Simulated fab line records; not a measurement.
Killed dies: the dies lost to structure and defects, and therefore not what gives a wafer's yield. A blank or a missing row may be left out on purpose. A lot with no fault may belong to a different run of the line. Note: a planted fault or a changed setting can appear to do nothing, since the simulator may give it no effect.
fab line records | flow nand-harc | part 2 of 2: steps 32 to 44 of 44
record: lots: 5 | wafers: 15 | last-day: 33
route steps=1302 shown P_GATE@153
lots that met no fault: from a run of the same line without faults
start-h: hours from the record's first day to the start of the lot's first wafer shown | wait-h: how many hours have passed since the lot's step before this one | " repeats the value in the row above | L1.1+2: a single row standing in for several wafers | - either no value or no given start | * or withheld: withheld | < > ~ a bound
route shown NAME@n: NAME is a module with steps in the file, n the number in the route of the first one | usual: average and standard deviation across the fault-free wafers | same: alike in all rows | chamber/n: place in a boat | sites: each site's reading | _std_site: standard deviation across them | _edge_site: inner sites' mean taken away from outer sites' mean | radius-mm: how far each site lies from the wafer's centre | mask NAME#n: copy n | behind: the tool/chamber that last shaped the wafer | hold: the reason the lot was held/the length of the hold in hours/how it ended | device: which transistor (n, p or np) failed to switch | end of line: at the end of the route, the tests of the same wafers | a step with no rows: only its recipe | killed: dies lost to structure and defects at the first sort, not the wafer's yield | map: a wafer's dies, marking killed ones x, the rest . and places with no die _
set.NAME: the run value of the setting; set.NAME@STEP: its run value at that earlier step | model.NAME: the simulator's own value behind a step, which no gauge read
lots seen at some steps along the route; tables by step, rows by wafer
services: a tool's chamber out of use, with start hour (start-h, from the record's first day; less than 0 if before it), hours out, and reason
== steps ==
step: NHARC_P_GATE_DEVELOP_58
recipe: time-s: 70
lot.wafer  | tool           | chamber | start-h | wait-h
L074.1+4+5 | litho-track-03 | 0       | -       | -
L083.1+3+4 | litho-track-07 | 0       | -       | -
L092.3+4+6 | litho-track-02 | 0       | -       | -
L093.1+5+6 | litho-track-03 | 0       | -       | -
L096.2+4+5 | litho-track-02 | 0       | -       | -
step: NHARC_P_GATE_CD_MEAS_59
recipe: target-cd-nm: 720 | landing-energy-ev: 500
usual: cd-nm: 719.3/1.5
lot.wafer | tool      | chamber | start-h | wait-h | cd-nm
L074.1    | cd-sem-02 | 0       | 110.31  | -      | 716.4
L074.4    | "         | 0       | "       | "      | 718.1
L074.5    | "         | 0       | "       | "      | 718.9
L083.1    | cd-sem-01 | 0       | 203.96  | -      | 717.4
L083.3    | "         | 0       | "       | "      | 720.3
L083.4    | "         | 0       | "       | "      | 718.8
L092.3    | cd-sem-01 | 0       | 288.37  | -      | 719.6
L092.4    | "         | 0       | "       | "      | 718.1
L092.6    | "         | 0       | "       | "      | 716.3
L093.1    | cd-sem-01 | 0       | 301.84  | -      | 718.7
L093.5    | "         | 0       | "       | "      | 720.7
L093.6    | "         | 0       | "       | "      | 719.1
L096.2    | cd-sem-01 | 0       | 333.44  | -      | 724.4
L096.4    | "         | 0       | "       | "      | 722.7
L096.5    | "         | 0       | "       | "      | 722.3
step: NHARC_P_GATE_HARDBAKE_60
recipe: temp-c: 125 | time-s: 80
lot.wafer  | tool           | chamber | start-h | wait-h
L074.1+4+5 | litho-track-02 | 0       | 110.39  | -
L083.1+3+4 | litho-track-02 | 0       | 204.04  | -
L092.3+4+6 | litho-track-07 | 0       | 288.45  | -
L093.1+5+6 | litho-track-03 | 0       | 301.92  | -
L096.2+4+5 | litho-track-07 | 0       | 333.52  | -
step: NHARC_P_GATE_DESCUM_61
recipe: time-s: 3 | o2-flow-sccm: 200 | ar-flow-sccm: 0 | bias-power-w: 0 | chemistry: O2
usual: drypump-motor-current-A: 5.6/0.55 | oes-product-au: 0.998/0.0071 | rf-vpp-V: 57.8/0.91 | showerhead-plenum-p-Torr: 1.95/0.067 | throttle-valve-pct: 11.312/0.01
same: bias-power-w: 0
lot.wafer | tool        | chamber | start-h | wait-h | drypump-motor-current-A | oes-product-au | rf-hours-counter-h | rf-vpp-V | showerhead-plenum-p-Torr | throttle-valve-pct
L074.1    | rie-diel-04 | 2       | 110.49  | -      | 5.0                     | 1.003          | 7.0                | 57.6     | 1.99                     | 11.327
L074.4    | "           | 3       | "       | "      | 5.9                     | 1.009          | 6.0                | 59.1     | 2.01                     | 11.328
L074.5    | "           | 1       | "       | "      | 5.5                     | 1.003          | -                  | 56.7     | 1.93                     | 11.300
L083.3    | rie-diel-04 | 2       | 204.12  | -      | 5.0                     | 0.994          | 2.2                | 58.1     | 1.99                     | 11.325
L083.4    | "           | 3       | "       | "      | 5.9                     | 1.002          | 2.1                | 57.7     | 2.01                     | 11.303
L083.1    | "           | 0       | "       | "      | 4.9                     | 0.993          | 2.2                | 57.1     | 1.87                     | 11.307
L092.3    | rie-diel-13 | 0       | 288.54  | -      | 5.6                     | 0.991          | 5.0                | 56.9     | 1.85                     | 11.310
L092.4    | "           | 2       | "       | "      | 5.5                     | 0.996          | 6.2                | 57.5     | 1.83                     | 11.344
L092.6    | "           | 3       | "       | "      | 6.0                     | 0.984          | -                  | 56.6     | 1.90                     | 11.297
L093.1    | rie-diel-13 | 1       | 302.00  | -      | 6.6                     | 0.987          | 7.1                | 57.6     | 1.99                     | 11.297
L093.6    | "           | 1       | "       | "      | 6.6                     | 0.997          | -                  | 56.1     | 1.99                     | 11.306
L093.5    | "           | 2       | "       | "      | 5.5                     | 1.005          | -                  | 57.5     | 1.83                     | 11.310
L096.2    | rie-diel-02 | 3       | 333.60  | -      | 6.3                     | 0.984          | 6.0                | 57.0     | 2.05                     | 11.299
L096.4    | "           | 1       | "       | "      | 5.1                     | 0.989          | -                  | 59.3     | 2.03                     | 11.315
L096.5    | "           | 2       | "       | "      | 6.4                     | 1.003          | -                  | 58.6     | 1.97                     | 11.326
step: NHARC_P_GATE_IMPLANT_62
recipe: energy-kev: 20 | dose-cm2: 3e+15 | tilt-deg: 7
usual: end-station-pressure-torr: 1.16e-05/1.5e-06
lot.wafer | tool         | chamber | start-h | wait-h | end-station-pressure-torr
L074.1    | implanter-02 | 0       | 110.62  | 0.1    | 9.3e-06
L074.4    | "            | 0       | "       | "      | 9e-06
L074.5    | "            | 0       | "       | "      | 9.6e-06
L083.1    | implanter-02 | 0       | 204.27  | 0.1    | 1.08e-05
L083.3    | "            | 0       | "       | "      | 1.04e-05
L083.4    | "            | 0       | "       | "      | 1e-05
L092.3    | implanter-02 | 0       | 288.73  | 0.2    | 1.02e-05
L092.4    | "            | 0       | "       | "      | 9e-06
L092.6    | "            | 0       | "       | "      | 9.5e-06
L093.1    | implanter-01 | 0       | 302.15  | 0.1    | 1.22e-05
L093.5    | "            | 0       | "       | "      | 1.21e-05
L093.6    | "            | 0       | "       | "      | 1.32e-05
L096.2    | implanter-02 | 0       | 333.80  | 0.2    | 1.03e-05
L096.4    | "            | 0       | "       | "      | 1.08e-05
L096.5    | "            | 0       | "       | "      | 1.05e-05
step: NHARC_P_GATE_STRIP_112
recipe: power-w: 1500 | temp-c: 110 | time-s: 200 | chemistry: N2/H2
usual: drypump-motor-current-A: 6.1/0.41 | heater-power-w: 85/5.8
lot.wafer | tool            | chamber | start-h | wait-h | drypump-motor-current-A | heater-power-w | rf-hours-counter-h
L074.1    | plasma-asher-02 | 0       | 110.89  | 0.2    | 6.5                     | 92             | 6
L074.4    | "               | 1       | "       | "      | 6.4                     | 85             | -
L074.5    | "               | 1       | "       | "      | 6.4                     | 87             | -
L083.1    | plasma-asher-02 | 1       | 204.53  | 0.2    | 6.4                     | 88             | 24
L083.3    | "               | 0       | "       | "      | 6.4                     | 93             | -
L083.4    | "               | 1       | "       | "      | 6.4                     | 84             | -
L092.3    | plasma-asher-01 | 1       | 288.98  | 0.2    | 5.5                     | 74             | -
L092.4    | "               | 0       | "       | "      | 5.7                     | 87             | -
L092.6    | "               | 1       | "       | "      | 5.5                     | 74             | -
L093.1    | plasma-asher-02 | 1       | 302.37  | 0.2    | 6.5                     | 86             | 10
L093.5    | "               | 1       | "       | "      | 6.4                     | 90             | -
L093.6    | "               | 0       | "       | "      | 6.4                     | 86             | -
L096.2    | plasma-asher-02 | 1       | 333.99  | 0.2    | 6.4                     | 85             | 17
L096.4    | "               | 1       | "       | "      | 6.4                     | 88             | -
L096.5    | "               | 0       | "       | "      | 6.5                     | 85             | -
step: NHARC_P_GATE_STRIP_76
recipe: power-w: 1500 | temp-c: 250 | chemistry: O2
usual: drypump-motor-current-A: 6.1/0.41 | heater-power-w: 317/22
lot.wafer | tool            | chamber | start-h | wait-h | drypump-motor-current-A | heater-power-w | rf-hours-counter-h
L074.1    | plasma-asher-02 | 0       | 111.12  | 0.2    | 6.5                     | 342            | 6
L074.4    | "               | 1       | "       | "      | 6.3                     | 327            | -
L074.5    | "               | 1       | "       | "      | 6.4                     | 313            | -
L083.1    | plasma-asher-02 | 1       | 204.76  | 0.2    | 6.4                     | 317            | 24
L083.3    | "               | 0       | "       | "      | 6.4                     | 343            | -
L083.4    | "               | 1       | "       | "      | 6.4                     | 331            | -
L092.3    | plasma-asher-01 | 1       | 289.18  | 0.2    | 5.5                     | 275            | -
L092.4    | "               | 0       | "       | "      | 5.7                     | 329            | -
L092.6    | "               | 1       | "       | "      | 5.5                     | 271            | -
L093.1    | plasma-asher-02 | 1       | 302.63  | 0.2    | 6.4                     | 325            | 10
L093.5    | "               | 1       | "       | "      | 6.4                     | 333            | -
L093.6    | "               | 0       | "       | "      | 6.4                     | 315            | -
L096.2    | plasma-asher-02 | 1       | 334.25  | 0.2    | 6.5                     | 324            | 17
L096.4    | "               | 1       | "       | "      | 6.4                     | 341            | -
L096.5    | "               | 0       | "       | "      | 6.4                     | 315            | -
step: NHARC_P_GATE_STRIP_63
recipe: time-s: 900 | temp-c: 130 | chemistry: SPM
usual: bath-heat-duty-pct: 14.9/1.4
lot.wafer | tool         | chamber | start-h | wait-h | bath-heat-duty-pct
L074.4    | wet-bench-09 | 1       | 111.26  | 0.1    | 13.5
L074.5    | "            | 3       | "       | "      | 14.6
L074.1    | "            | 4       | "       | "      | 16.3
L083.3    | wet-bench-01 | 6       | 204.90  | 0.1    | 12.1
L083.1    | "            | 0       | "       | "      | 15.9
L083.4    | "            | 2       | "       | "      | 16.9
L092.4    | wet-bench-02 | 4       | 289.31  | 0.1    | 13.2
L092.3    | "            | 5       | "       | "      | 15.2
L092.6    | "            | 6       | "       | "      | 11.1
L093.1    | wet-bench-09 | 7       | 302.77  | 0.1    | 17.0
L093.6    | "            | 0       | "       | "      | 15.3
L093.5    | "            | 4       | "       | "      | 14.8
L096.4    | wet-bench-09 | 5       | 334.41  | 0.1    | 15.2
L096.5    | "            | 7       | "       | "      | 17.1
L096.2    | "            | 0       | "       | "      | 14.5
step: NHARC_P_GATE_DEHYDRATE_83
recipe: temp-c: 150 | time-s: 120
lot.wafer  | tool           | chamber | start-h | wait-h
L074.1+4+5 | litho-track-02 | 0       | 111.60  | -
L083.1+3+4 | litho-track-03 | 0       | 205.24  | -
L092.3+4+6 | litho-track-03 | 0       | 289.67  | -
L093.1+5+6 | litho-track-03 | 0       | 303.12  | -
L096.2+4+5 | litho-track-07 | 0       | 334.75  | -
step: NHARC_P_GATE_HMDS_84
recipe: time-s: 30
lot.wafer  | tool           | chamber | start-h | wait-h
L074.1+4+5 | litho-track-02 | 0       | -       | -
L083.1+3+4 | litho-track-03 | 0       | -       | -
L092.3+4+6 | litho-track-03 | 0       | -       | -
L093.1+5+6 | litho-track-03 | 0       | -       | -
L096.2+4+5 | litho-track-07 | 0       | -       | -
step: NHARC_P_GATE_COAT_85
recipe: spin-rpm: 3000
lot.wafer  | tool           | chamber | start-h | wait-h
L074.1+4+5 | litho-track-02 | 0       | -       | -
L083.1+3+4 | litho-track-03 | 0       | -       | -
L092.3+4+6 | litho-track-03 | 0       | -       | -
L093.1+5+6 | litho-track-03 | 0       | -       | -
L096.2+4+5 | litho-track-07 | 0       | -       | -
step: NHARC_P_GATE_SOFTBAKE_86
recipe: temp-c: 122 | time-s: 95
lot.wafer  | tool           | chamber | start-h | wait-h
L074.1+4+5 | litho-track-02 | 0       | -       | -
L083.1+3+4 | litho-track-03 | 0       | -       | -
L092.3+4+6 | litho-track-03 | 0       | -       | -
L093.1+5+6 | litho-track-03 | 0       | -       | -
L096.2+4+5 | litho-track-07 | 0       | -       | -
step: NHARC_P_GATE_EBR_87
lot.wafer  | tool           | chamber | start-h | wait-h
L074.1+4+5 | litho-track-02 | 0       | -       | -
L083.1+3+4 | litho-track-03 | 0       | -       | -
L092.3+4+6 | litho-track-03 | 0       | -       | -
L093.1+5+6 | litho-track-03 | 0       | -       | -
L096.2+4+5 | litho-track-07 | 0       | -       | -
== services ==
tool            | chamber | start-h | hours | kind
litho-track-07  | -       | 76.00   | 7.0   | pm
litho-track-03  | -       | 100.00  | 7.0   | pm
wet-bench-01    | -       | 101.60  | 8.0   | pm
rie-diel-13     | 2       | 134.50  | 3.9   | repair
rie-diel-13     | -       | 141.26  | 5.3   | repair
implanter-02    | -       | 146.00  | 13.0  | pm
rie-diel-04     | 0       | 150.28  | 12.6  | repair
rie-diel-02     | 1       | 152.09  | 4.5   | repair
plasma-asher-01 | -       | 165.00  | 9.0   | pm
wet-bench-09    | -       | 176.80  | 8.0   | pm
rie-diel-04     | -       | 177.90  | 9.0   | pm
implanter-02    | -       | 181.13  | 1.1   | repair
litho-track-02  | -       | 227.00  | 7.0   | pm
rie-diel-04     | 2       | 236.62  | 2.5   | repair
wet-bench-09    | -       | 239.29  | 63.0  | repair
rie-diel-04     | 0       | 243.84  | 4.1   | repair
wet-bench-02    | -       | 244.01  | 8.0   | pm
plasma-asher-02 | -       | 249.07  | 9.0   | pm
rie-diel-04     | 2       | 249.23  | 6.3   | repair
litho-track-07  | -       | 251.00  | 7.0   | pm
implanter-02    | -       | 252.43  | 4.3   | repair
litho-track-03  | -       | 275.00  | 7.0   | pm
wet-bench-01    | -       | 277.60  | 8.0   | pm
wet-bench-02    | -       | 292.04  | 1.0   | repair
